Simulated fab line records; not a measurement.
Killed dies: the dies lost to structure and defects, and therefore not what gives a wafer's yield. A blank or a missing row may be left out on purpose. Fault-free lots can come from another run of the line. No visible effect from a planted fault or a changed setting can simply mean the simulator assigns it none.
Chamber matching | flow nandHarc | NHARC_P_BONDPAD_CMP_19 on cmp-03: 4 sister chambers
The step polishes, t overpolish 30 s, cu recess touch 16 s, target thk 160.81 nm. 8 wafers are shown with their chamber, then 9 later ones without.

## WAFERS PAIRED WITH THEIR CHAMBERS
wafer  | chamber | motorCurrentA (A) | overpolishRunS (s)
L084.4 | 1       | 10.6              | 29.984
L085.4 | 1       | 10.3              | 29.996
L091.2 | 2       | 11.9              | 29.995
L091.4 | 3       | 11.4              | 30.007
L091.6 | 0       | 12.6              | 29.996
L092.2 | 2       | 13.0              | 29.992
L092.3 | 3       | 11.9              | 29.995
L092.5 | 0       | 12.1              | 30.001

## WAFERS WITHOUT THEIR CHAMBER
wafer  | motorCurrentA (A) | overpolishRunS (s)
L094.2 | 11.8              | 29.998
L094.5 | 13.0              | 29.993
L094.6 | 10.4              | 30.002
L095.3 | 13.1              | 30.004
L095.5 | 12.0              | 30.003
L095.6 | 12.7              | 30.001
L097.3 | 12.1              | 30.007
L097.5 | 12.5              | 29.999
L097.6 | 10.5              | 30.003

## THE CHAMBER EACH PASSED THROUGH
wafer  | from the rows above          | in truth
L094.2 | can't be placed: 3 or 0 or 2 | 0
L094.5 | can't be placed: 2 or 0 or 3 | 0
L094.6 | can't be placed: 1 or 3      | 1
L095.3 | can't be placed: 0 or 2 or 3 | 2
L095.5 | can't be placed: 3 or 0 or 2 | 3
L095.6 | can't be placed: 0 or 2 or 3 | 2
L097.3 | can't be placed: 3 or 0 or 2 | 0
L097.5 | can't be placed: 0 or 2 or 3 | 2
L097.6 | can't be placed: 1 or 3 or 0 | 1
Placed correctly: 0 of 9. Can't be placed from these rows: 9 (the true chamber is among the candidates in 9). Wrongly placed: 0.
How it was worked out, from the rows above alone: a wafer's distance from a chamber is the root of the sum, over the readings, of the square of ((its reading less the chamber's mean) divided by the reading's scatter). The wafer belongs to the nearest chamber; if the next one is less than 2 further off, it can't be placed. For every chamber, the mean is computed from those of its wafers that are shown. The scatter: the root of (the sum of the squares of (reading less its chamber's mean) over the shown wafers, divided by (wafers less chambers)).
